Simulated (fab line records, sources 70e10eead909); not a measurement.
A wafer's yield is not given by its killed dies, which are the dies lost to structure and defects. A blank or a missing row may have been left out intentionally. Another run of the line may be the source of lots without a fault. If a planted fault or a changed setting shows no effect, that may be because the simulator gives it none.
Chamber matching -- flow nand-harc -- pecvd-04 running NHARC_A_M1_PRE_CLEAN_32: 3 sister chambers
The step time 12 s. 6 wafers are shown with their chamber, then 8 later ones without.

## EACH WAFER AND ITS CHAMBER
wafer,chamber,heater-power-w (W)
L929.3,2,710
L928.2,2,703
L935.2,1,757
L935.5,0,632
L935.6,1,739
L934.2,0,640

## WAFERS WITH NO CHAMBER GIVEN
wafer,heater-power-w (W)
L934.3,775
L934.6,642
L937.1,748
L937.3,623
L937.6,769
L936.2,714
L936.3,523
L936.6,720

## EACH ONE'S CHAMBER
wafer,from the rows above,in truth
L934.3,1,1
L934.6,0,0
L937.1,1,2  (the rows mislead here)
L937.3,0,0
L937.6,1,1
L936.2,2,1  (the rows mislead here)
L936.3,0,0
L936.6,can't be placed: 2 or 1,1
5 of 8 placed correctly. Cannot be placed on the basis of these rows: 1; the candidates contain the true chamber in 1. Placed wrongly: 2.
How it was worked out, from the rows above alone: a wafer's distance from a chamber is the root of the sum, over the readings, of the square of ((its reading less the chamber's mean) divided by the reading's scatter). The wafer belongs to the nearest chamber; if the next one is less than 2 further off, it can't be placed. A chamber's mean is the mean of its shown wafers. The scatter: the root of (the sum of the squares of (reading less its chamber's mean) over the shown wafers, divided by (wafers less chambers)).
